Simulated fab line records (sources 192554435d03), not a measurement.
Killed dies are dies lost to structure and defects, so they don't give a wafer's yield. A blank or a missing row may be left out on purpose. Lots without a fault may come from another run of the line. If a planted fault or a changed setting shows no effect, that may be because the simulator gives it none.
Chamber matching | flow n5_finfet | cvd_co-01 running N5_BEOL_M3_PRE_CLEAN_60: 3 sister chambers
The step time 15 s. 14 wafers are shown with their chamber, then 7 later ones without.

## WAFERS WITH THEIR CHAMBER
wafer  | chamber | heater_power_outer_w (W) | heater_power_w (W)
L423.1 | 2       | 21                       | 83
L423.3 | 1       | 23                       | 82
L423.6 | 2       | 21                       | 81
L427.2 | 0       | 5                        | 52
L427.3 | 1       | 22                       | 81
L427.6 | 0       | 5                        | 52
L434.1 | 0       | 5                        | 54
L434.3 | 2       | 21                       | 83
L434.4 | 0       | 5                        | 53
L437.1 | 0       | 5                        | 53
L437.3 | 2       | 22                       | 82
L437.4 | 0       | 5                        | 53
L439.2 | 1       | 23                       | 81
L439.4 | 2       | 21                       | 80

SIGNATURES (averages over the wafers above)
reading              | chamber 0 | chamber 1 | chamber 2 | scatter within a chamber
heater_power_outer_w | 5.00      | 22.67     | 21.20     | 0.365
heater_power_w       | 52.83     | 81.33     | 81.80     | 0.968
Rule: a wafer's distance from a chamber is the root of the sum, over the readings, of the square of ((its reading less the chamber's mean) divided by the reading's scatter). The wafer belongs to the nearest chamber; if the next one is less than 2 further off, it can't be placed. The scatter: the root of (the sum of the squares of (reading less its chamber's mean) over the shown wafers, divided by (wafers less chambers)).

## WAFERS WITH NO CHAMBER GIVEN
wafer  | heater_power_outer_w (W) | heater_power_w (W)
L439.5 | 5                        | 53
L440.1 | 21                       | 82
L440.4 | 21                       | 83
L440.6 | 5                        | 53
L446.2 | 5                        | 55
L446.3 | 6                        | 53
L446.4 | 21                       | 82

## WHICH CHAMBER EACH ONE RAN IN
wafer  | from the rows above | in truth
L439.5 | 0                   | 0
L440.1 | 2                   | 2
L440.4 | 2                   | 2
L440.6 | 0                   | 0
L446.2 | 0                   | 0
L446.3 | 0                   | 0
L446.4 | 2                   | 2
7 of 7 placed correctly. Left unplaced by these rows: 0. Wrongly placed: 0.
